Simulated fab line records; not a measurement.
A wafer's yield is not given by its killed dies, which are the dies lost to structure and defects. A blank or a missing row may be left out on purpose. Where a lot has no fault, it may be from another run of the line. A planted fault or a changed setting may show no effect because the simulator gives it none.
Matching of chambers	flow nand-harc	4 sister chambers for NHARC_P_BONDPAD_CMP_19 on cmp-02
The step polishes, t overpolish 30 s, cu recess touch 16 s, target thk 160.81 nm. 4 wafers are shown with their chamber, then 12 later ones without.

WAFERS PAIRED WITH THEIR CHAMBERS
wafer	chamber	motor-current-A (A)
L091.3	1	10.7
L091.4	0	13.3
L091.5	2	10.2
L091.6	3	10.6

WAFERS WITHOUT THEIR CHAMBER
wafer	motor-current-A (A)
L092.1	10.9
L092.4	10.6
L092.6	10.9
L094.1	10.5
L094.3	10.6
L094.6	11.1
L096.1	11.0
L096.4	10.6
L096.6	11.0
L096.2	10.4
L096.3	12.7
L096.5	10.9

WHICH CHAMBER EACH WENT THROUGH
wafer	from the rows above	in truth
L092.1	can't be placed: 1 or 3 or 2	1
L092.4	can't be placed: 3 or 1 or 2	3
L092.6	can't be placed: 1 or 3 or 2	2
L094.1	can't be placed: 3 or 1 or 2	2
L094.3	can't be placed: 3 or 1 or 2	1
L094.6	can't be placed: 1 or 3 or 2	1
L096.1	can't be placed: 1 or 3 or 2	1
L096.4	can't be placed: 3 or 1 or 2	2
L096.6	can't be placed: 1 or 3 or 2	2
L096.2	can't be placed: 3 or 2 or 1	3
L096.3	0	0
L096.5	can't be placed: 1 or 3 or 2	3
Correct placement for 1 of the 12. Can't be placed from these rows: 11 (the true chamber is among the candidates in 11). Placed wrongly: 0.
How it was worked out, from the rows above alone: a wafer's distance from a chamber is the root of the sum, over the readings, of the square of ((its reading less the chamber's mean) divided by the reading's scatter). If the next closest chamber is less than 2 further off than the closest, the wafer can't be placed; otherwise it belongs to the closest. For every chamber, the mean is computed from those of its wafers that are shown. The scatter (one wafer shown for each chamber): square how far every hidden wafer sits from the nearest shown wafer, average those squares and take the square root.
